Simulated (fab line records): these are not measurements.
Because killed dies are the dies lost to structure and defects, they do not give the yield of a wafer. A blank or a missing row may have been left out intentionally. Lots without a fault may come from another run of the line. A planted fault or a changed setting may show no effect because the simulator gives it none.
Split-lot trial -- flow n5Finfet -- on a route of 1938 steps: 7 lots, 21 wafers read

THE SPLIT
At N5_PASSIVATION_PECVD_00 (deposits SiO2 from SiH4/N2O, target thk 200 nm, time 11.2 s), the setting timeS was moved away from the recipe's 11.2 s on 10 of the 21 wafers read, by -9.0% to +14.6%. The other wafers ran this setting at the recipe's value.

FROM THE SPLIT TO THE READING: what the file shows between them, 4 steps
- N5_MIM_BOT_DEGAS_01: time 60 s
- N5_MIM_BOT_SPUTTER_00: material TiN, target thk 35 nm, time 89.7 s
- N5_MIM_BOT_ETCH_ETCH_04: etches SiNx in CF4/O2, target depth 26 nm, time 13 s
- N5_MIM_BOT_ETCH_ETCH_03: etches the open film in Cl2/BCl3, target depth 12 nm

THE READING
SiO2_of_PASSIVATION_PECVD_00.thkNm (the simulator's own value, which no gauge read), in nm, at N5_MIM_BOT_ETCH_ETCH_00 (etches TiN in Cl2/BCl3, target depth 45.5 nm). The file does not state a usual value for it. Average 199.3 nm, standard deviation 2.9 nm, over the 11 wafers here run with the recipe.

wafer,"tool, chamber at the split","timeS as run, s",against the recipe,"SiO2_of_PASSIVATION_PECVD_00.thkNm, nm",against lot-mates on the recipe
L075.2,"pecvd-03, 0",10.39,-7.2%,181.8,no lot-mate on the recipe
L075.3,"pecvd-03, 1",10.39,-7.2%,182.8,no lot-mate on the recipe
L075.5,"pecvd-03, 1",10.39,-7.2%,186,no lot-mate on the recipe
L077.1,"pecvd-04, 0",11.2,recipe,195,-
L077.2,"pecvd-04, 2",10.32,-7.9%,178.2,-16.8
L077.3,"pecvd-04, 1",10.32,-7.9%,179.6,-15.4
L081.3,"pecvd-02, 1",11.2,recipe,197,-
L081.5,"pecvd-02, 1",10.19,-9.0%,183.4,-16.0
L081.6,"pecvd-02, 2",11.2,recipe,201.8,-
L085.1,"pecvd-02, 0",11.2,recipe,197.8,-
L085.3,"pecvd-02, 1",11.2,recipe,197.4,-
L085.4,"pecvd-02, 0",11.2,recipe,199.4,-
L090.2,"pecvd-04, 1",11.2,recipe,204,-
L090.4,"pecvd-04, 1",11.2,recipe,202.4,-
L090.6,"pecvd-04, 2",11.2,recipe,203.4,-
L092.1,"pecvd-04, 2",11.98,+7.0%,208.4,+10.4
L092.4,"pecvd-04, 0",11.98,+7.0%,211.6,+13.6
L092.6,"pecvd-04, 2",11.2,recipe,198,-
L097.1,"pecvd-03, 0",12.83,+14.6%,224.6,+28.2
L097.2,"pecvd-03, 2",11.2,recipe,196.4,-
L097.3,"pecvd-03, 2",12.83,+14.6%,227.6,+31.2

FIT RESULTS
A straight line over all 21 wafers: SiO2_of_PASSIVATION_PECVD_00.thkNm changes by +1.96 nm for each +1% of timeS; r = +0.98; the points scatter about the line by 3 nm.
The same after taking each lot's own level away (the mean of its wafers on the recipe; 18 wafers): +1.97 nm for each +1%; r = +0.99; scatter 1.5 nm.
Per that fit: largest timeS move, reading shift of 29 nm.
The lots' own levels span 195.00 to 203.27 nm, that is 2.8 times the standard deviation above.
So the lot-to-lot level changes the slope little: the two slopes agree.
Check: for one of the wafers moved furthest among these (+14.6%), held out of the fit, the line's prediction against its lot-mates is +28.8 nm. Against them it came out at +28.2 nm.

OTHER SPLITS ON THESE WAFERS
Before the reading, these wafers also passed through other splits. Each is held against what the fit with the lots' levels taken away leaves over:
other split on the same wafers,wafers away from the commonest value,r with SiO2_of_PASSIVATION_PECVD_00.thkNm (lot level and that fit taken away)
N5_BEOL_M15_TRENCH_ETCH_34 biasW,9,+0.27
N5_BEOL_M15_SPUTTER_44 powerW,7,+0.14

THE WHOLE CHAIN: every reading that the file lists as answering this split, in the file's order
step,what it does,reading,change (the file's fit),r (the file's)
N5_PASSIVATION_PECVD_00,"deposits SiO2 from SiH4/N2O, target thk 200 nm, time 11.2 s","SiO2_of_PASSIVATION_PECVD_00.thkNm (the simulator's own value, which no gauge read)",+1.96 nm for each +1% of the setting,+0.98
N5_MIM_BOT_ETCH_ETCH_00,"etches TiN in Cl2/BCl3, target depth 45.5 nm","SiO2_of_PASSIVATION_PECVD_00.thkNm (the simulator's own value, which no gauge read)",+1.95 nm for each +1% of the setting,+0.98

THE FILE'S OWN FIT
SiO2_of_PASSIVATION_PECVD_00.thkNm changes by +1.95 nm for each +1% of timeS, r = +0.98.
